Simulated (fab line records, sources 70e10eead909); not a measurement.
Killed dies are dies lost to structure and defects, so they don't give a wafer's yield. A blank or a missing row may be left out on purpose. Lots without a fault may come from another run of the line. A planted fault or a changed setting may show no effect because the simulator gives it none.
Which tool did it? | flow nand_harc | 12 lots, 36 wafers sampled, at 6 steps of a route of 1159

WHAT THE GAUGES READ, wafer by wafer
NHARC_A_CHANNEL_HOLE_D1_INSPECT_40.
lot  | measured     | on                | raw_defect_count
L414 | day 8 11:17  | defect_inspect-02 | 64 51 45
L415 | day 9 05:14  | defect_inspect-02 | 70 45 58
L417 | day 9 05:20  | defect_inspect-02 | 44 65 50
L419 | day 9 18:14  | defect_inspect-01 | 59 66 74
L418 | day 9 18:37  | defect_inspect-02 | 48 15 29
L421 | day 10 08:20 | defect_inspect-02 | 65 47 69
L423 | day 10 20:41 | defect_inspect-01 | 893 955 891
L424 | day 11 08:05 | defect_inspect-01 | 928 915 944
L431 | day 12 17:38 | defect_inspect-01 | 71 73 76
L433 | day 12 23:35 | defect_inspect-01 | 55 36 74
L435 | day 13 11:37 | defect_inspect-01 | 56 72 51
L436 | day 14 06:02 | defect_inspect-01 | 46 60 38

NHARC_END_SORT_01.
lot  | measured     | on        | killed_at_array | killed_at_other | killed_at_periphery | killed_dies | killed_open | killed_short
L423 | day 21 16:27 | prober-02 | 105 88 117      | 1 0 2           | 2 2 2               | 108 90 121  | 4 4 4       | 2 2 2
L424 | day 21 19:40 | prober-01 | 81 85 105       | 0 0 0           | 7 8 6               | 88 93 111   | 4 2 5       | 2 1 3

WHICH TOOL RAN EACH LOT (tool, then ch and the chambers of the sampled wafers, then the start)
lot  | NHARC_A_CHANNEL_HOLE_D1_ETCH_24  | NHARC_A_CHANNEL_HOLE_D1_STRIP_43   | NHARC_A_CHANNEL_HOLE_D1_STRIP_27              | NHARC_A_CHANNEL_FILL_D1_ALD_03
L414 | har_etch-02 ch 1, day 8 07:49    | rie_diel-06 ch 0,1,2, day 8 10:14  | rie_diel-06 ch 0,2,3, day 8 11:17 or earlier  | ald_sin_batch-01 ch 0, no start
L415 | har_etch-02 ch 0,1, day 9 01:45  | rie_diel-02 ch 0,2,3, day 9 04:11  | rie_diel-02 ch 0,1,3, day 9 05:14 or earlier  | ald_sin_batch-01 ch 0, no start
L417 | har_etch-01 ch 0,1, day 9 01:54  | rie_diel-06 ch 1,2,3, day 9 04:19  | rie_diel-06 ch 1,2,3, day 9 05:20 or earlier  | ald_sin_batch-01 ch 0, no start
L419 | har_etch-01 ch 0,1, day 9 14:40  | rie_diel-02 ch 1,2,3, day 9 17:11  | rie_diel-02 ch 2,3, day 9 18:14 or earlier    | ald_sin_batch-02 ch 0, no start
L418 | har_etch-02 ch 1, day 9 15:01    | rie_diel-03 ch 1,2,3, day 9 17:34  | rie_diel-03 ch 0,3, day 9 18:37 or earlier    | ald_sin_batch-02 ch 0, no start
L421 | har_etch-01 ch 0,1, day 10 04:52 | rie_diel-02 ch 1,2, day 10 07:16   | rie_diel-02 ch 0,1,3, day 10 08:20 or earlier | ald_sin_batch-01 ch 0, no start
L423 | har_etch-02 ch 0,1, day 10 17:16 | rie_diel-02 ch 0,1,3, day 10 19:39 | rie_diel-02 ch 0,3, day 10 20:41 or earlier   | ald_sin_batch-02 ch 0, day 21 16:27 or earlier
L424 | har_etch-02 ch 0,1, day 11 04:47 | rie_diel-02 ch 0,3, day 11 07:04   | rie_diel-02 ch 0,1,2, day 11 08:05 or earlier | ald_sin_batch-02 ch 0, day 21 19:40 or earlier
L431 | har_etch-01 ch 0,1, day 12 14:04 | rie_diel-03 ch 1,2,3, day 12 16:35 | rie_diel-03 ch 1,2,3, day 12 17:38 or earlier | ald_sin_batch-03 ch 0, no start
L433 | har_etch-02 ch 0,1, day 12 19:59 | rie_diel-06 ch 0,1,3, day 12 22:31 | rie_diel-06 ch 0,1,3, day 12 23:35 or earlier | ald_sin_batch-01 ch 0, no start
L435 | har_etch-02 ch 0,1, day 13 08:02 | rie_diel-03 ch 0,1,3, day 13 10:34 | rie_diel-03 ch 1,2,3, day 13 11:37 or earlier | ald_sin_batch-01 ch 0, no start
L436 | har_etch-02 ch 0,1, day 14 02:35 | rie_diel-03 ch 0,1,3, day 14 04:59 | rie_diel-03 ch 0,1,3, day 14 06:02 or earlier | ald_sin_batch-01 ch 0, no start
- NHARC_A_CHANNEL_HOLE_D1_ETCH_24: etches the open film in C4F8/O2/Ar, time 906.2 s, target depth 1500 nm.
- NHARC_A_CHANNEL_HOLE_D1_STRIP_43: strips in O2/COS.
- NHARC_A_CHANNEL_HOLE_D1_STRIP_27: strips in O2.
- NHARC_A_CHANNEL_FILL_D1_ALD_03: deposits SiNx, target thk 6 nm, pulse time 60 s, ald cycles 58.

WHAT THE TOOLS THEMSELVES READ (means of the sampled wafers that have a number; where no wafer has one, the mark that the record gives instead)
NHARC_A_CHANNEL_HOLE_D1_ETCH_24.
lot  | tool        | drypump_motor_current_A (A) | showerhead_plenum_p_Torr (Torr) | throttle_valve_pct (%)
L414 | har_etch-02 | 6.6                         | 3.72                            | 32.235
L415 | har_etch-02 | 6.5                         | 3.66                            | 32.234
L417 | har_etch-01 | 5.7                         | 3.63                            | 32.237
L419 | har_etch-01 | 5.2                         | 3.62                            | 32.236
L418 | har_etch-02 | 6.6                         | 3.71                            | 32.230
L421 | har_etch-01 | 5.6                         | 3.62                            | 32.224
L423 | har_etch-02 | 6.4                         | 3.65                            | 32.236
L424 | har_etch-02 | 6.5                         | 3.65                            | 32.232
L431 | har_etch-01 | 5.2                         | 3.60                            | 32.234
L433 | har_etch-02 | 6.4                         | 3.63                            | 32.238
L435 | har_etch-02 | 6.5                         | 3.63                            | 32.244
L436 | har_etch-02 | 6.5                         | 3.63                            | 32.237

NHARC_A_CHANNEL_HOLE_D1_STRIP_27.
lot  | tool        | drypump_motor_current_A (A) | oes_product_au (a.u.) | rf_vpp_V (V) | showerhead_plenum_p_Torr (Torr) | throttle_valve_pct (%)
L414 | rie_diel-06 | 5.5                         | 1.008                 | 58.3         | 3.61                            | 17.033
L415 | rie_diel-02 | 5.6                         | 1.000                 | 58.0         | 3.66                            | 17.036
L417 | rie_diel-06 | 5.7                         | 1.002                 | 57.2         | 3.57                            | 17.038
L419 | rie_diel-02 | 5.6                         | 0.999                 | 57.5         | 3.57                            | 17.032
L418 | rie_diel-03 | 5.6                         | 0.997                 | 57.8         | 3.45                            | 17.038
L421 | rie_diel-02 | 5.6                         | 1.006                 | 57.7         | 3.65                            | 17.041
L423 | rie_diel-02 | 5.3                         | 1.003                 | 57.6         | 3.67                            | 17.043
L424 | rie_diel-02 | 5.8                         | 1.011                 | 57.4         | 3.56                            | 17.032
L431 | rie_diel-03 | 5.7                         | 1.008                 | 56.7         | 3.42                            | 17.041
L433 | rie_diel-06 | 5.9                         | 1.003                 | 58.2         | 3.69                            | 17.031
L435 | rie_diel-03 | 5.6                         | 0.999                 | 56.9         | 3.42                            | 17.025
L436 | rie_diel-03 | 5.5                         | 1.000                 | 58.1         | 3.48                            | 17.036

NHARC_A_CHANNEL_FILL_D1_ALD_03.
lot  | tool             | precursor_pulse_height_rel
L414 | ald_sin_batch-01 | 1.017
L415 | ald_sin_batch-01 | 1.005
L417 | ald_sin_batch-01 | 0.987
L419 | ald_sin_batch-02 | 0.976
L418 | ald_sin_batch-02 | 1.001
L421 | ald_sin_batch-01 | 1.007
L423 | ald_sin_batch-02 | 0.990
L424 | ald_sin_batch-02 | 0.985
L431 | ald_sin_batch-03 | 0.998
L433 | ald_sin_batch-01 | 1.009
L435 | ald_sin_batch-01 | 0.980
L436 | ald_sin_batch-01 | 1.005

THE ANSWER, worked out from the rows above alone
Rule: what is usual is taken from the lots themselves. Put in order of their means at a reading, lots are off if they are a third of the lots or fewer, leave a main group of 4 or more, and stand apart from it by a gap of 3 or more times the standard deviation of the main group's means; of several such gaps the widest counts. A main group whose means are all the same, to the digits that the tables above print for the reading, isn't used. A lot without any number at a reading at which 4 lots or more have one is off too. The other lots that the step has rows for count as sound. The gauges are gone through in route order, then the tools' own readings, and for those a lot's mean is taken as printed above. The first step at which some lot is off is used, and at that step the reading that is off furthest; a lot without a number counts as furthest.
Off: L423, L424, at NHARC_A_CHANNEL_HOLE_D1_INSPECT_40 (raw_defect_count). The main group: mean 56, standard deviation 11.
A tool fits if, at a process step before that reading, it ran every lot that is off, and no sound lot after the first of them. The gauges at NHARC_A_CHANNEL_HOLE_D1_INSPECT_40 are tried like those tools. NHARC_A_CHANNEL_HOLE_D1_STRIP_27 gives no start for some lots, so the hours and the order of its lots are those of NHARC_A_CHANNEL_HOLE_D1_INSPECT_40. One fits: rie_diel-02 at NHARC_A_CHANNEL_HOLE_D1_STRIP_43 and NHARC_A_CHANNEL_HOLE_D1_STRIP_27. At NHARC_A_CHANNEL_HOLE_D1_STRIP_43 its last sound lot is L421 (day 10 07:16), its first lot that is off L423 (day 10 19:39): a fault that began between those two fits.

WHAT THE SIMULATOR HAD PUT IN
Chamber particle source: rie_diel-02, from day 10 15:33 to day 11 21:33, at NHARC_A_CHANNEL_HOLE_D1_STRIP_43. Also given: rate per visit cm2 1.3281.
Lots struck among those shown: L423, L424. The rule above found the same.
